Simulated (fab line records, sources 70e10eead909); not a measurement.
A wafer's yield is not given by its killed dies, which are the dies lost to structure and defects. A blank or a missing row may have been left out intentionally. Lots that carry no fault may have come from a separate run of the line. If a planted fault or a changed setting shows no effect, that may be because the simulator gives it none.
fab line records	flow nand_harc
record lots=24	wafers=72	last_day=33
route steps=1302 shown P_CONTACT@244 P_M0@267
lots that met no fault: taken from a fault-free run of the same line
start_h: start of the lot's first displayed wafer, in hours after the record's first day	wait_h: hours from the lot's prior step to this one	" identical to the entry in the row above	L1.1+2: a row that stands for several wafers	- value missing, or start not given	* or withheld: withheld	< > ~ a bound
route shown NAME@n: a module of which the file shows steps, and the number in the route of the first	usual: mean and standard deviation over wafers with no fault	same: alike in all rows	chamber/n: place in a boat	sites: the reading at each site	_std_site: standard deviation of those values	_edge_site: the outer-site mean with the inner-site mean subtracted	radius_mm: for every site, how far away it sits from the centre of the wafer	mask NAME#n: copy n	behind: tool/chamber where the wafer was last shaped	hold: cause of the lot's hold/its duration in hours/its outcome	device: which transistor (n, p or np) failed to switch	end of line: the tests these same wafers got at the end of their route	step lacking rows: just its recipe	killed: dies lost to structure and defects at the first sort, not the wafer's yield	map: the dies of a wafer, with x for killed, . for not killed, _ for no die there
set.NAME: setting as actually run; set.NAME@STEP: the setting as run at that earlier step	model.NAME: the simulator's own value behind a step, which no gauge read
steps of the route over a sample of lots; a table a step, a row a wafer
services: from which hour (start_h, from the record's first day; less than 0 if before it) a tool's chamber was out of use, for how many hours, and why
## steps
# step NHARC_P_CONTACT_DEGAS_38
# recipe temp_c=300	time_s=60
# usual heater_power_w=470/48	susceptor_temp_C=300.00/0.18
lot.wafer	tool	chamber	start_h	wait_h	heater_power_w	susceptor_temp_C
L074.3	pvd_sputter-02	-	115.34	-	487	300.09
L074.2	"	-	"	"	540	299.86
L074.5	"	-	"	"	482	299.74
L075.2	pvd_sputter-03	-	131.03	-	386	300.09
L075.4	"	-	"	"	478	299.75
L075.5	"	-	"	"	507	300.02
L076.1	pvd_sputter-01	-	143.03	-	496	299.83
L076.2	"	-	"	"	422	299.97
L076.4	"	-	"	"	446	299.62
L077.4	pvd_sputter-01	-	144.21	-	500	300.01
L077.3	"	-	"	"	425	299.84
L077.5	"	-	"	"	503	300.25
L078.3	pvd_sputter-03	-	156.22	-	402	300.04
L078.1	"	-	"	"	386	300.03
L078.5	"	-	"	"	386	300.24
L079.1	pvd_sputter-02	-	167.41	-	448	300.23
L079.4	"	-	"	"	482	299.69
L079.5	"	-	"	"	532	300.29
L080.2	pvd_sputter-01	-	177.80	-	427	300.02
L080.1	"	-	"	"	454	299.87
L080.6	"	-	"	"	423	300.17
L081.2	pvd_sputter-02	-	193.68	-	475	-
L081.3	"	-	"	"	460	-
L081.6	"	-	"	"	470	-
L082.2	pvd_sputter-02	-	195.44	-	463	299.97
L082.1	"	-	"	"	543	300.19
L082.4	"	-	"	"	470	299.92
L083.3	pvd_sputter-01	-	212.98	-	506	300.00
L083.1	"	-	"	"	423	300.10
L083.4	"	-	"	"	445	299.90
L084.4	pvd_sputter-03	-	217.76	-	495	300.21
L084.2	"	-	"	"	501	300.13
L084.6	"	-	"	"	478	300.28
L085.3	pvd_sputter-02	-	230.04	-	538	300.21
L085.6	"	-	"	"	529	299.85
L085.5	"	-	"	"	481	300.02
L086.3	pvd_sputter-02	-	246.71	-	483	300.24
L086.5	"	-	"	"	536	299.94
L086.6	"	-	"	"	493	300.39
L087.2	pvd_sputter-03	-	246.85	-	480	299.61
L087.4	"	-	"	"	494	299.76
L087.5	"	-	"	"	474	300.00
L089.3	pvd_sputter-02	-	263.19	-	466	299.98
L089.6	"	-	"	"	483	300.06
L089.5	"	-	"	"	478	300.07
L088.3	pvd_sputter-02	-	264.73	-	537	299.59
L088.1	"	-	"	"	485	300.01
L088.5	"	-	"	"	529	299.69
L090.1	pvd_sputter-02	-	280.44	-	459	299.88
L090.3	"	-	"	"	488	299.94
L090.4	"	-	"	"	474	299.88
L091.2	pvd_sputter-01	-	282.25	-	442	299.85
L091.1	"	-	"	"	425	300.32
L091.6	"	-	"	"	437	299.77
L092.1	pvd_sputter-03	-	299.55	-	384	-
L092.4	"	-	"	"	501	-
L092.6	"	-	"	"	485	-
L093.1	pvd_sputter-01	-	307.21	-	427	299.77
L093.2	"	-	"	"	508	300.15
L093.6	"	-	"	"	430	299.83
L094.1	pvd_sputter-01	-	318.27	-	522	-
L094.2	"	-	"	"	525	-
L094.6	"	-	"	"	525	-
L095.3	pvd_sputter-03	-	325.07	-	483	299.76
L095.5	"	-	"	"	389	299.70
L095.6	"	-	"	"	499	300.32
L096.3	pvd_sputter-03	-	338.28	-	495	299.93
L096.2	"	-	"	"	486	300.21
L096.5	"	-	"	"	384	300.12
L097.4	pvd_sputter-01	-	344.85	-	425	299.88
L097.3	"	-	"	"	529	300.29
L097.6	"	-	"	"	430	299.97
# step NHARC_P_CONTACT_INSPECT_27
# usual raw_defect_count=317/140
lot.wafer	tool	chamber	start_h	wait_h	raw_defect_count
L074.2	defect_inspect-02	-	116.82	0.1	255
L074.3	"	-	"	"	509
L074.5	"	-	"	"	310
L075.2	defect_inspect-02	-	132.55	0.1	244
L075.4	"	-	"	"	301
L075.5	"	-	"	"	233
L076.1	defect_inspect-02	-	144.53	0.1	611
L076.2	"	-	"	"	262
L076.4	"	-	"	"	285
L077.3	defect_inspect-02	-	145.91	0.1	416
L077.4	"	-	"	"	339
L077.5	"	-	"	"	597
L078.1	defect_inspect-02	-	157.72	0.1	319
L078.3	"	-	"	"	292
L078.5	"	-	"	"	178
L079.1	defect_inspect-02	-	169.11	0.1	384
L079.4	"	-	"	"	292
L079.5	"	-	"	"	452
L080.1	defect_inspect-01	-	179.47	0.1	210
L080.2	"	-	"	"	207
L080.6	"	-	"	"	174
L081.2	defect_inspect-02	-	195.16	0.1	154
L081.3	"	-	"	"	149
L081.6	"	-	"	"	152
L082.1	defect_inspect-02	-	196.96	0.1	405
L082.2	"	-	"	"	397
L082.4	"	-	"	"	398
L083.1	defect_inspect-02	-	214.48	0.1	296
L083.3	"	-	"	"	1183
L083.4	"	-	"	"	418
L084.2	defect_inspect-02	-	219.25	0.1	338
L084.4	"	-	"	"	318
L084.6	"	-	"	"	216
L085.3	defect_inspect-01	-	231.55	0.1	391
L085.5	"	-	"	"	291
L085.6	"	-	"	"	258
L086.3	defect_inspect-02	-	248.23	0.1	189
L086.5	"	-	"	"	243
L086.6	"	-	"	"	136
L087.2	defect_inspect-02	-	248.35	0.1	180
L087.4	"	-	"	"	149
L087.5	"	-	"	"	377
L089.3	defect_inspect-01	-	265.22	0.1	362
L089.5	"	-	"	"	302
L089.6	"	-	"	"	403
L088.1	defect_inspect-02	-	266.22	0.1	442
L088.3	"	-	"	"	245
L088.5	"	-	"	"	220
L090.1	defect_inspect-02	-	281.94	0.1	134
L090.3	"	-	"	"	130
L090.4	"	-	"	"	140
L091.1	defect_inspect-02	-	283.74	0.1	412
L091.2	"	-	"	"	414
L091.6	"	-	"	"	477
L092.1	defect_inspect-01	-	301.04	0.1	197
L092.4	"	-	"	"	235
L092.6	"	-	"	"	291
L093.1	defect_inspect-02	-	308.74	0.1	442
L093.2	"	-	"	"	528
L093.6	"	-	"	"	321
L094.1	defect_inspect-02	-	319.77	0.1	340
L094.2	"	-	"	"	254
L094.6	"	-	"	"	128
L095.3	defect_inspect-02	-	326.54	0.1	483
L095.5	"	-	"	"	212
L095.6	"	-	"	"	290
L096.2	defect_inspect-02	-	339.76	0.1	265
L096.3	"	-	"	"	311
L096.5	"	-	"	"	294
L097.3	defect_inspect-02	-	346.33	0.1	184
L097.4	"	-	"	"	244
L097.6	"	-	"	"	206
# step NHARC_P_M0_ETCH_34
# recipe target_depth_a=400	overetch_a=120	time_s=43.94	ion_energy_ev=200	n2_flow_sccm=150	h2_flow_sccm=150	ar_flow_sccm=0	rf_w=400	bias_w=150	chemistry=N2/H2
# usual chamber_pressure_mTorr=30.00/0.032	drypump_motor_current_A=5.6/0.47	h2_flow_sccm=150.0/0.44	oes_product_au=1.000/0.011	rf_vpp_V=432.4/1.8	showerhead_plenum_p_Torr=2.10/0.06	throttle_valve_pct=14.171/0.0098
lot.wafer	tool	chamber	start_h	wait_h	chamber_pressure_mTorr	drypump_motor_current_A	h2_flow_sccm	oes_product_au	rf_hours_counter_h	rf_vpp_V	showerhead_plenum_p_Torr	throttle_valve_pct
L074.2	rie_diel-01	0	117.87	0.1	30.03	5.4	150.1	0.975	13	432.2	2.10	14.164
L074.3	"	2	"	"	30.01	6.4	150.6	1.001	16	434.3	2.18	14.194
L074.5	"	3	"	"	30.02	5.5	149.9	1.002	-	431.3	2.08	14.181
L075.4	rie_diel-01	2	133.73	0.1	29.98	6.4	150.0	0.990	19	433.5	2.18	14.181
L075.2	"	3	"	"	30.00	5.5	150.3	1.005	17	432.4	2.08	14.173
L075.5	"	1	"	"	30.00	5.1	150.3	1.002	-	434.3	2.16	14.174
L076.2	rie_diel-01	0	145.71	0.1	30.04	5.4	150.2	0.990	18	432.2	2.10	14.178
L076.4	"	1	"	"	30.00	5.1	150.4	1.007	22	434.8	2.16	14.172
L076.1	"	2	"	"	30.01	6.4	149.6	1.000	23	433.5	2.18	14.177
L077.3	rie_diel-01	1	147.02	0.1	29.98	5.1	150.6	1.003	22	434.3	2.16	14.182
L077.4	"	3	"	"	29.96	5.5	151.0	1.011	21	432.8	2.08	14.170
L077.5	"	2	"	"	30.00	6.4	150.5	1.007	-	434.0	2.18	14.171
L078.3	rie_diel-05	0	158.97	0.1	30.00	5.7	150.3	1.021	33	427.9	2.00	14.160
L078.1	"	1	"	"	30.05	6.3	150.6	0.997	38	434.9	2.20	14.148
L078.5	"	3	"	"	29.97	5.5	150.3	0.987	-	432.1	2.05	14.165
L079.4	rie_diel-01	0	170.49	0.1	29.99	5.3	149.8	0.986	23	432.2	2.09	14.160
L079.1	"	1	"	"	29.96	5.0	149.5	0.997	26	433.5	2.16	14.163
L079.5	"	3	"	"	29.96	5.5	149.6	1.013	-	430.9	2.07	14.166
L080.1	rie_diel-12	0	180.53	0.1	30.02	6.0	149.5	0.999	29	431.1	2.07	14.171
L080.2	"	2	"	"	30.02	5.4	150.3	1.000	23	432.7	2.13	14.153
L080.6	"	0	"	"	29.98	6.0	149.8	0.993	-	431.8	2.07	14.149
L081.3	rie_diel-05	0	196.39	0.1	30.00	5.7	149.0	1.012	46	429.5	1.99	14.166
L081.2	"	2	"	"	30.03	5.7	149.9	1.014	49	428.0	1.87	14.177
L081.6	"	0	"	"	29.98	5.7	149.3	1.004	-	430.1	1.99	14.162
L082.2	rie_diel-12	0	198.03	0.1	30.00	6.0	150.0	0.990	32	431.0	2.07	14.185
L082.1	"	1	"	"	29.98	6.2	149.9	1.030	20	430.6	2.06	14.169
L082.4	"	2	"	"	29.97	5.4	150.6	0.994	25	432.8	2.13	14.185
L083.1	rie_diel-01	1	215.66	0.1	30.00	5.1	149.2	0.991	0	434.5	2.15	14.161
L083.4	"	2	"	"	29.97	6.4	149.6	0.994	0	433.4	2.17	14.173
L083.3	"	3	"	"	30.03	5.5	149.2	1.009	0	431.7	2.07	14.170
L084.4	rie_diel-01	3	220.31	0.1	29.93	5.5	150.1	1.014	0	432.0	2.07	14.166
L084.2	"	0	"	"	29.99	5.4	150.2	0.998	0	431.8	2.09	14.165
L084.6	"	2	"	"	29.98	6.4	149.7	0.996	-	434.7	2.17	14.174
L085.3	rie_diel-01	1	232.73	0.1	30.02	5.1	150.4	0.980	3	432.7	2.15	14.170
L085.5	"	0	"	"	30.02	5.4	150.8	0.998	-	432.5	2.09	14.165
L085.6	"	1	"	"	30.01	5.1	150.7	0.987	-	432.7	2.15	14.180
L086.3	rie_diel-05	3	249.29	0.1	29.96	5.5	150.0	0.992	3	430.5	2.04	14.173
L086.5	"	2	"	"	30.02	5.7	149.9	1.008	-	436.0	2.22	14.171
L086.6	"	3	"	"	29.98	5.5	150.5	1.007	-	429.7	2.04	14.165
L087.4	rie_diel-12	0	249.99	0.5	29.95	6.0	149.3	0.987	51	430.3	2.07	14.168
L087.2	"	2	"	"	30.02	5.4	150.0	0.996	45	432.5	2.12	14.173
L087.5	"	0	"	"	29.99	6.0	150.0	0.985	-	430.3	2.07	14.191
L089.3	rie_diel-01	0	266.40	0.1	30.04	5.4	149.3	0.999	6	431.7	2.09	14.145
L089.5	"	3	"	"	30.01	5.5	150.1	1.004	-	430.8	2.07	14.163
L089.6	"	0	"	"	29.99	5.4	149.9	0.999	-	432.6	2.09	14.183
L088.3	rie_diel-01	2	267.39	0.1	30.00	6.4	148.8	0.982	5	434.7	2.17	14.174
L088.1	"	3	"	"	29.97	5.5	149.7	1.014	6	432.4	2.07	14.168
L088.5	"	3	"	"	29.99	5.5	149.6	1.011	-	431.3	2.07	14.180
L090.3	rie_diel-12	3	283.12	0.1	29.97	5.2	150.3	0.996	0	430.8	2.09	14.162
L090.1	"	0	"	"	30.05	5.9	150.1	1.004	0	431.1	2.06	14.167
L090.4	"	1	"	"	29.97	6.3	150.5	1.013	1	431.6	2.05	14.167
L091.2	rie_diel-01	1	284.91	0.1	29.98	5.1	150.5	0.996	10	433.0	2.15	14.172
L091.1	"	2	"	"	30.01	6.4	150.3	0.999	10	435.0	2.17	14.167
L091.6	"	1	"	"	29.98	5.1	150.0	1.001	-	432.5	2.15	14.165
L092.4	rie_diel-12	0	302.23	0.1	29.98	6.0	149.9	0.996	9	431.2	2.06	14.180
L092.1	"	1	"	"	30.01	6.2	150.3	1.005	8	429.8	2.04	14.179
L092.6	"	1	"	"	29.98	6.2	149.6	1.007	-	431.6	2.05	14.185
L093.1	rie_diel-01	2	309.79	0.1	29.96	6.4	150.0	0.985	17	434.8	2.17	14.168
L093.2	"	3	"	"	30.03	5.4	150.0	1.019	18	431.3	2.06	14.165
L093.6	"	3	"	"	29.97	5.5	149.4	1.012	-	430.7	2.06	14.184
L094.1	rie_diel-12	0	320.83	0.1	29.78	6.0	149.8	0.994	19	430.6	2.06	14.170
L094.2	"	2	"	"	30.02	5.3	149.3	1.006	18	433.1	2.11	14.163
L094.6	"	3	"	"	29.97	5.2	150.0	0.996	-	431.5	2.08	14.177
L095.3	rie_diel-01	3	327.60	0.1	30.02	5.5	150.1	1.009	21	432.2	2.06	14.153
L095.5	"	2	"	"	29.96	6.4	149.6	0.994	-	433.5	2.17	14.161
L095.6	"	3	"	"	29.98	5.5	149.9	1.010	-	431.3	2.06	14.173
L096.3	rie_diel-12	2	341.12	0.2	29.96	5.4	149.5	1.010	27	433.7	2.11	14.162
L096.2	"	0	"	"	30.01	6.0	149.4	0.994	27	430.3	2.05	14.167
L096.5	"	2	"	"	30.04	5.4	149.3	1.009	-	432.8	2.11	14.174
L097.4	rie_diel-01	2	347.50	0.1	29.96	6.4	149.6	0.997	24	434.7	2.17	14.155
L097.3	"	3	"	"	30.00	5.5	150.4	1.009	25	432.2	2.06	14.172
L097.6	"	2	"	"	29.98	6.4	149.2	1.002	-	434.6	2.17	14.167
# step NHARC_P_M0_STRIP_18
# recipe power_w=1000	n2_flow_sccm=150	h2_flow_sccm=150	ar_flow_sccm=0	bias_w=0	chemistry=N2/H2
# usual chamber_pressure_mTorr=29.994/0.025	drypump_motor_current_A=5.6/0.45	h2_flow_sccm=150.0/0.42	oes_product_au=1.003/0.013	rf_vpp_V=91.1/0.93	showerhead_plenum_p_Torr=2.11/0.061	throttle_valve_pct=14.171/0.0089
lot.wafer	tool	chamber	start_h	wait_h	chamber_pressure_mTorr	drypump_motor_current_A	h2_flow_sccm	oes_product_au	rf_hours_counter_h	rf_vpp_V	showerhead_plenum_p_Torr	throttle_valve_pct
L074.2	rie_diel-05	0	118.18	0.1	29.988	5.6	150.0	1.017	19	90.2	2.00	14.174
L074.3	"	1	"	"	30.049	6.3	150.3	1.007	22	90.0	2.21	14.174
L074.5	"	0	"	"	30.003	5.7	149.4	1.014	-	89.7	2.00	14.176
L075.4	rie_diel-01	0	134.51	0.1	30.000	5.4	150.5	0.976	16	91.7	2.10	14.188
L075.2	"	1	"	"	30.023	5.1	149.7	1.009	20	90.6	2.16	14.160
L075.5	"	1	"	"	30.033	5.1	149.5	1.010	-	90.7	2.16	14.177
L076.4	rie_diel-01	2	146.02	0.1	29.989	6.4	149.6	0.997	23	91.3	2.18	14.170
L076.1	"	3	"	"	30.005	5.5	149.9	1.014	21	91.0	2.08	14.176
L076.2	"	0	"	"	30.044	5.4	150.2	0.984	18	90.0	2.10	14.168
L077.3	rie_diel-01	1	147.36	0.1	29.982	5.1	149.7	1.002	22	92.1	2.16	14.176
L077.4	"	2	"	"	29.926	6.4	149.6	1.008	23	91.5	2.18	14.170
L077.5	"	0	"	"	30.003	5.3	149.1	0.981	-	90.3	2.10	14.194
L078.3	rie_diel-12	0	159.26	0.1	30.025	6.0	149.3	1.003	19	91.9	2.08	14.169
L078.1	"	3	"	"	30.005	5.1	149.5	0.991	20	91.9	2.10	14.175
L078.5	"	2	"	"	30.004	5.4	149.6	0.995	-	91.5	2.13	14.159
L079.4	rie_diel-01	1	171.39	0.7	30.041	5.1	150.9	0.998	27	89.9	2.16	14.160
L079.1	"	3	"	"	30.034	5.5	149.5	1.021	27	89.9	2.07	14.178
L079.5	"	1	"	"	30.028	5.1	150.6	1.003	-	92.2	2.16	14.170
L080.1	rie_diel-01	0	180.87	0.1	30.005	5.4	150.3	0.989	26	92.4	2.09	14.189
L080.2	"	2	"	"	29.968	6.4	149.6	1.006	30	91.7	2.18	14.161
L080.6	"	0	"	"	29.987	5.4	150.2	0.983	-	90.6	2.09	14.183
L081.3	rie_diel-01	3	196.70	0.1	29.993	5.5	149.8	1.012	32	90.3	2.07	14.178
L081.2	"	1	"	"	29.999	5.1	150.3	0.991	30	92.2	2.15	14.165
L081.6	"	3	"	"	29.934	5.5	149.9	1.002	-	90.2	2.07	14.174
L082.2	rie_diel-01	2	198.31	0.1	30.021	6.4	149.4	1.008	33	92.7	2.18	14.167
L082.1	"	3	"	"	30.019	5.5	150.3	1.012	32	91.0	2.07	14.148
L082.4	"	0	"	"	29.945	5.4	150.0	0.988	27	91.1	2.09	14.179
L083.1	rie_diel-01	2	215.95	0.1	29.983	6.4	150.2	1.002	0	91.0	2.17	14.172
L083.3	"	0	"	"	30.028	5.5	149.9	1.000	0	91.7	2.09	14.153
L083.4	"	1	"	"	29.977	5.1	150.0	0.988	0	89.7	2.15	14.174
L084.4	rie_diel-01	0	220.58	0.1	30.018	5.4	150.0	1.014	0	91.5	2.09	14.180
L084.2	"	1	"	"	29.956	5.1	149.9	0.977	0	90.5	2.15	14.166
L084.6	"	0	"	"	29.992	5.3	150.1	1.006	-	90.3	2.09	14.157
L085.3	rie_diel-01	0	233.09	0.1	29.994	5.4	149.5	1.000	4	92.1	2.09	14.169
L085.6	"	1	"	"	29.998	5.1	150.0	0.984	-	89.9	2.15	14.177
L085.5	"	2	"	"	30.017	6.4	150.5	1.001	-	91.2	2.17	14.153
L086.3	rie_diel-05	0	249.62	0.1	29.989	5.7	150.2	1.034	3	89.5	1.99	14.172
L086.5	"	2	"	"	29.980	5.7	150.0	1.010	-	91.6	2.22	14.165
L086.6	"	3	"	"	29.938	5.5	149.5	1.001	-	92.9	2.04	14.173
L087.2	rie_diel-01	1	250.28	0.1	29.995	5.1	150.5	0.980	5	91.6	2.15	14.160
L087.4	"	3	"	"	30.002	5.5	149.7	1.009	5	91.2	2.07	14.186
L087.5	"	1	"	"	29.977	5.1	150.3	0.989	-	91.3	2.15	14.177
L089.3	rie_diel-12	0	266.76	0.1	30.013	6.0	149.8	0.980	57	91.1	2.07	14.167
L089.5	"	1	"	"	30.025	6.2	150.7	1.012	-	90.2	2.05	14.156
L089.6	"	2	"	"	29.970	5.4	150.8	1.003	-	90.5	2.12	14.177
L088.3	rie_diel-05	0	267.71	0.1	29.963	5.7	149.8	1.034	11	89.7	1.99	14.179
L088.1	"	2	"	"	30.007	5.7	150.6	1.006	8	91.6	2.21	14.170
L088.5	"	3	"	"	29.973	5.5	150.6	1.001	-	91.1	2.04	14.168
L090.4	rie_diel-05	1	283.43	0.1	30.021	6.3	149.3	1.006	12	90.4	2.19	14.158
L090.3	"	2	"	"	29.955	5.7	150.0	1.005	11	90.9	2.21	14.159
L090.1	"	3	"	"	29.999	5.5	150.5	1.006	13	90.3	2.04	14.184
L091.2	rie_diel-12	0	285.20	0.1	29.968	6.0	149.4	0.992	2	89.9	2.06	14.174
L091.1	"	3	"	"	29.973	5.1	150.2	0.986	1	91.4	2.09	14.173
L091.6	"	1	"	"	29.988	6.3	149.2	0.992	-	92.0	2.05	14.146
L092.1	rie_diel-01	1	303.01	0.1	29.963	5.1	150.2	1.003	15	90.0	2.15	14.168
L092.4	"	2	"	"	29.999	6.4	150.5	1.002	17	92.4	2.17	14.167
L092.6	"	0	"	"	29.958	5.4	150.0	1.021	-	90.2	2.09	14.168
L093.2	rie_diel-01	1	310.10	0.1	30.035	5.1	150.8	1.000	15	92.1	2.15	14.167
L093.1	"	2	"	"	29.997	6.4	150.7	0.999	17	91.5	2.17	14.176
L093.6	"	0	"	"	29.995	5.4	150.0	1.009	-	90.8	2.09	14.147
L094.1	rie_diel-05	3	321.16	0.1	29.981	5.5	150.1	1.002	26	91.1	2.03	14.167
L094.2	"	2	"	"	30.025	5.7	149.8	1.009	26	92.6	2.21	14.164
L094.6	"	3	"	"	30.008	5.5	150.0	1.006	-	91.1	2.03	14.176
L095.3	rie_diel-12	0	327.88	0.1	29.995	6.0	150.0	0.995	22	91.4	2.06	14.180
L095.5	"	0	"	"	30.004	6.0	150.1	0.987	-	91.7	2.06	14.177
L095.6	"	3	"	"	29.996	5.1	149.9	1.008	-	90.0	2.08	14.170
L096.3	rie_diel-12	2	341.47	0.1	30.017	5.4	149.9	1.013	27	89.9	2.11	14.168
L096.2	"	3	"	"	30.014	5.1	149.5	1.000	25	90.9	2.08	14.168
L096.5	"	2	"	"	29.978	5.4	150.2	1.019	-	90.9	2.11	14.178
L097.3	rie_diel-01	3	347.79	0.1	29.989	5.5	150.3	1.003	25	89.7	2.06	14.174
L097.4	"	0	"	"	29.986	5.4	150.0	0.991	22	91.4	2.08	14.174
L097.6	"	0	"	"	30.044	5.4	150.4	0.979	-	91.3	2.08	14.172
# step NHARC_P_M0_PVD_20
# recipe target_thk_a=50	bias_v=168.6	power_w=15000	chamber_pressure_pa=0.12	time_s=8.06	substrate_temp_c=50	material=TaN
# usual throttle_valve_pct=29.7/0.83
lot.wafer	tool	chamber	start_h	wait_h	throttle_valve_pct
L074.3	pvd_sputter-01	-	-	-	29.1
L074.2	"	-	"	"	28.7
L074.5	"	-	"	"	28.0
L075.4	pvd_sputter-03	-	-	-	29.7
L075.2	"	-	"	"	30.4
L075.5	"	-	"	"	29.8
L076.2	pvd_sputter-02	-	-	-	30.6
L076.1	"	-	"	"	30.0
L076.4	"	-	"	"	29.4
L077.3	pvd_sputter-02	-	-	-	30.8
L077.4	"	-	"	"	30.1
L077.5	"	-	"	"	30.0
L078.1	pvd_sputter-01	-	-	-	29.2
L078.3	"	-	"	"	28.5
L078.5	"	-	"	"	29.2
L079.4	pvd_sputter-01	-	-	-	28.8
L079.1	"	-	"	"	28.3
L079.5	"	-	"	"	29.2
L080.1	pvd_sputter-01	-	-	-	29.3
L080.2	"	-	"	"	28.2
L080.6	"	-	"	"	29.4
L081.2	pvd_sputter-03	-	-	-	30.8
L081.3	"	-	"	"	30.4
L081.6	"	-	"	"	30.7
L082.2	pvd_sputter-03	-	-	-	30.6
L082.1	"	-	"	"	30.4
L082.4	"	-	"	"	30.8
L083.3	pvd_sputter-03	-	-	-	30.6
L083.1	"	-	"	"	30.2
L083.4	"	-	"	"	31.1
L084.4	pvd_sputter-01	-	-	-	28.4
L084.2	"	-	"	"	29.3
L084.6	"	-	"	"	28.8
L085.3	pvd_sputter-03	-	-	-	30.5
L085.5	"	-	"	"	31.0
L085.6	"	-	"	"	30.8
L086.3	pvd_sputter-02	-	-	-	29.4
L086.5	"	-	"	"	30.2
L086.6	"	-	"	"	29.5
L087.2	pvd_sputter-03	-	-	-	30.2
L087.4	"	-	"	"	31.1
L087.5	"	-	"	"	30.3
L089.3	pvd_sputter-01	-	-	-	29.3
L089.6	"	-	"	"	29.0
L089.5	"	-	"	"	28.2
L088.1	pvd_sputter-01	-	-	-	28.5
L088.3	"	-	"	"	29.1
L088.5	"	-	"	"	28.9
L090.4	pvd_sputter-03	-	-	-	30.9
L090.1	"	-	"	"	30.9
L090.3	"	-	"	"	30.3
L091.1	pvd_sputter-01	-	-	-	28.5
L091.2	"	-	"	"	29.7
L091.6	"	-	"	"	29.2
L092.4	pvd_sputter-03	-	-	-	30.0
L092.1	"	-	"	"	30.6
L092.6	"	-	"	"	30.3
L093.2	pvd_sputter-02	-	-	-	30.0
L093.1	"	-	"	"	28.7
L093.6	"	-	"	"	30.0
L094.2	pvd_sputter-01	-	-	-	28.5
L094.1	"	-	"	"	28.9
L094.6	"	-	"	"	28.4
L095.3	pvd_sputter-01	-	-	-	29.1
L095.5	"	-	"	"	29.0
L095.6	"	-	"	"	29.8
L096.3	pvd_sputter-02	-	-	-	30.0
L096.2	"	-	"	"	29.5
L096.5	"	-	"	"	29.8
L097.4	pvd_sputter-01	-	-	-	29.6
L097.3	"	-	"	"	29.1
L097.6	"	-	"	"	28.2
# step NHARC_P_M0_PVD_21
# recipe target_thk_a=300	chamber_pressure_pa=5	power_w=5000	substrate_temp_c=30	time_s=20.49	material=Cu
# usual throttle_valve_pct=29.6/0.78
lot.wafer	tool	chamber	start_h	wait_h	throttle_valve_pct
L074.3	pvd_sputter-01	-	-	-	29.2
L074.2	"	-	"	"	28.3
L074.5	"	-	"	"	28.8
L075.2	pvd_sputter-03	-	-	-	29.5
L075.4	"	-	"	"	29.7
L075.5	"	-	"	"	29.9
L076.2	pvd_sputter-02	-	-	-	29.2
L076.4	"	-	"	"	29.4
L076.1	"	-	"	"	30.6
L077.4	pvd_sputter-02	-	-	-	29.6
L077.3	"	-	"	"	30.7
L077.5	"	-	"	"	30.2
L078.3	pvd_sputter-01	-	-	-	28.1
L078.1	"	-	"	"	29.2
L078.5	"	-	"	"	28.7
L079.1	pvd_sputter-01	-	-	-	29.4
L079.4	"	-	"	"	28.1
L079.5	"	-	"	"	29.1
L080.1	pvd_sputter-01	-	-	-	28.3
L080.2	"	-	"	"	29.2
L080.6	"	-	"	"	28.2
L081.3	pvd_sputter-03	-	-	-	30.9
L081.2	"	-	"	"	30.5
L081.6	"	-	"	"	30.8
L082.2	pvd_sputter-03	-	-	-	30.6
L082.4	"	-	"	"	30.6
L082.1	"	-	"	"	30.0
L083.3	pvd_sputter-03	-	-	-	30.2
L083.1	"	-	"	"	30.2
L083.4	"	-	"	"	30.5
L084.2	pvd_sputter-01	-	-	-	29.4
L084.4	"	-	"	"	28.8
L084.6	"	-	"	"	29.0
L085.3	pvd_sputter-03	-	-	-	30.8
L085.5	"	-	"	"	30.2
L085.6	"	-	"	"	31.0
L086.3	pvd_sputter-02	-	-	-	29.4
L086.6	"	-	"	"	30.4
L086.5	"	-	"	"	29.5
L087.2	pvd_sputter-03	-	-	-	30.7
L087.4	"	-	"	"	30.5
L087.5	"	-	"	"	30.8
L089.3	pvd_sputter-01	-	-	-	29.4
L089.6	"	-	"	"	28.6
L089.5	"	-	"	"	29.1
L088.3	pvd_sputter-01	-	-	-	29.0
L088.1	"	-	"	"	29.6
L088.5	"	-	"	"	29.8
L090.4	pvd_sputter-03	-	-	-	30.2
L090.3	"	-	"	"	30.7
L090.1	"	-	"	"	30.5
L091.2	pvd_sputter-01	-	-	-	29.6
L091.1	"	-	"	"	28.6
L091.6	"	-	"	"	29.1
L092.1	pvd_sputter-03	-	-	-	30.9
L092.4	"	-	"	"	30.4
L092.6	"	-	"	"	31.0
L093.2	pvd_sputter-02	-	-	-	29.9
L093.1	"	-	"	"	28.6
L093.6	"	-	"	"	29.7
L094.1	pvd_sputter-01	-	-	-	29.4
L094.2	"	-	"	"	29.8
L094.6	"	-	"	"	29.2
L095.3	pvd_sputter-01	-	-	-	29.0
L095.6	"	-	"	"	29.1
L095.5	"	-	"	"	29.6
L096.2	pvd_sputter-02	-	-	-	29.9
L096.3	"	-	"	"	29.9
L096.5	"	-	"	"	29.9
L097.4	pvd_sputter-01	-	-	-	28.7
L097.3	"	-	"	"	29.9
L097.6	"	-	"	"	28.4
## services
tool	chamber	start_h	hours	kind
rie_diel-12	-	91.50	9.0	pm
rie_diel-01	0	103.87	10.5	repair
pvd_sputter-02	-	104.02	10.0	pm
rie_diel-01	1	109.81	-	clean
rie_diel-01	2	109.81	-	clean
rie_diel-01	3	109.81	-	clean
rie_diel-05	3	123.73	1.9	repair
rie_diel-01	0	134.31	-	clean
rie_diel-01	1	134.31	-	clean
rie_diel-05	2	134.43	2.4	repair
rie_diel-12	2	143.59	8.9	repair
rie_diel-12	1	158.92	22.4	repair
pvd_sputter-03	-	170.00	10.0	pm
rie_diel-12	1	184.15	13.8	repair
rie_diel-01	-	204.99	9.0	pm
pvd_sputter-01	-	226.56	10.0	pm
rie_diel-05	-	229.64	9.0	pm
rie_diel-12	-	269.24	9.0	pm
pvd_sputter-02	-	282.02	10.0	pm
rie_diel-12	1	313.65	33.7	repair
rie_diel-05	0	314.67	5.5	repair
rie_diel-01	0	336.70	5.6	repair
rie_diel-01	-	345.89	1.2	repair
pvd_sputter-03	-	348.00	10.0	pm
## key
fault none
